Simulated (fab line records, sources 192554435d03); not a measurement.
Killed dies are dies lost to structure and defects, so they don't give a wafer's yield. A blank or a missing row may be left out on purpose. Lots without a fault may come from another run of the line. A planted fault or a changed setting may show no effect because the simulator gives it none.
Chamber matching | flow n5_finfet | N5_MOL_CONTACT_COAG_ETCH_65 on rie_diel-05: 4 sister chambers
The step etches underlayer in N2/H2, target depth 13 nm, time 10.4 s. 4 wafers are shown with their chamber, then 7 later ones without.

WAFERS WITH THEIR CHAMBER
wafer  | chamber | showerhead_plenum_p_Torr (Torr)
L082.2 | 3       | 2.62
L082.6 | 0       | 2.65
L085.1 | 1       | 2.35
L085.2 | 2       | 2.72

WAFERS WITHOUT THEIR CHAMBER
wafer  | showerhead_plenum_p_Torr (Torr)
L085.6 | 2.62
L088.1 | 2.34
L088.2 | 2.62
L088.5 | 2.34
L091.3 | 2.71
L091.4 | 2.34
L091.5 | 2.64

WHICH CHAMBER EACH WENT THROUGH
wafer  | from the rows above     | in truth
L085.6 | 3                       | 3
L088.1 | 1                       | 1
L088.2 | 3                       | 3
L088.5 | 1                       | 1
L091.3 | 2                       | 2
L091.4 | 1                       | 1
L091.5 | can't be placed: 0 or 3 | 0
Placed correctly: 6 of 7. Can't be placed from these rows: 1 (the true chamber is among the candidates in 1). Placed wrongly: 0.
How it was worked out, from the rows above alone: a wafer's distance from a chamber is the root of the sum, over the readings, of the square of ((its reading less the chamber's mean) divided by the reading's scatter). The wafer belongs to the nearest chamber; if the next one is less than 2 further off, it can't be placed. A chamber's mean is the mean of its shown wafers. The scatter: with one shown wafer a chamber, the root of the mean of the squares of how far each hidden wafer lies from its nearest shown one.
